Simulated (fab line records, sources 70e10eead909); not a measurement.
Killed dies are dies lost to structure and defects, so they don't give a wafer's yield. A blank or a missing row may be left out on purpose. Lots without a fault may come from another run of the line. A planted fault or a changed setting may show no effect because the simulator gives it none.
Chamber matching | flow nand_harc | NHARC_A_STAIRCASE_DEP_417 on pecvd-03: 3 sister chambers
The step deposits Si3N4, target thk 60 nm. 18 wafers are shown with their chamber, then 9 later ones without.

WAFERS WITH THEIR CHAMBER
wafer  | chamber | heater_power_w (W)
L075.4 | 1       | 671
L075.5 | 0       | 706
L075.6 | 2       | 629
L084.2 | 1       | 737
L084.4 | 0       | 678
L084.5 | 1       | 727
L086.1 | 0       | 747
L086.2 | 1       | 712
L086.4 | 1       | 704
L087.2 | 2       | 611
L087.3 | 0       | 692
L087.6 | 2       | 610
L088.1 | 1       | 759
L088.4 | 1       | 751
L088.5 | 2       | 690
L089.2 | 1       | 725
L089.4 | 2       | 630
L089.5 | 1       | 710

SIGNATURES (means of the wafers above)
reading        | chamber 0 | chamber 1 | chamber 2 | scatter within a chamber
heater_power_w | 705.75    | 721.78    | 634.00    | 29
Rule: a wafer's distance from a chamber is the root of the sum, over the readings, of the square of ((its reading less the chamber's mean) divided by the reading's scatter). The wafer belongs to the nearest chamber; if the next one is less than 2 further off, it can't be placed. The scatter: the root of (the sum of the squares of (reading less its chamber's mean) over the shown wafers, divided by (wafers less chambers)).

WAFERS WITHOUT THEIR CHAMBER
wafer  | heater_power_w (W)
L094.3 | 679
L094.5 | 721
L094.6 | 680
L097.1 | 732
L097.4 | 742
L097.6 | 738
L096.1 | 627
L096.2 | 694
L096.4 | 694

WHICH CHAMBER EACH WENT THROUGH
wafer  | from the rows above          | in truth
L094.3 | can't be placed: 0 or 1 or 2 | 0
L094.5 | can't be placed: 1 or 0      | 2
L094.6 | can't be placed: 0 or 1 or 2 | 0
L097.1 | can't be placed: 1 or 0      | 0
L097.4 | can't be placed: 1 or 0      | 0
L097.6 | can't be placed: 1 or 0      | 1
L096.1 | 2                            | 2
L096.2 | can't be placed: 0 or 1 or 2 | 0
L096.4 | can't be placed: 0 or 1 or 2 | 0
Placed correctly: 1 of 9. Can't be placed from these rows: 8 (the true chamber is among the candidates in 7). Placed wrongly: 0.
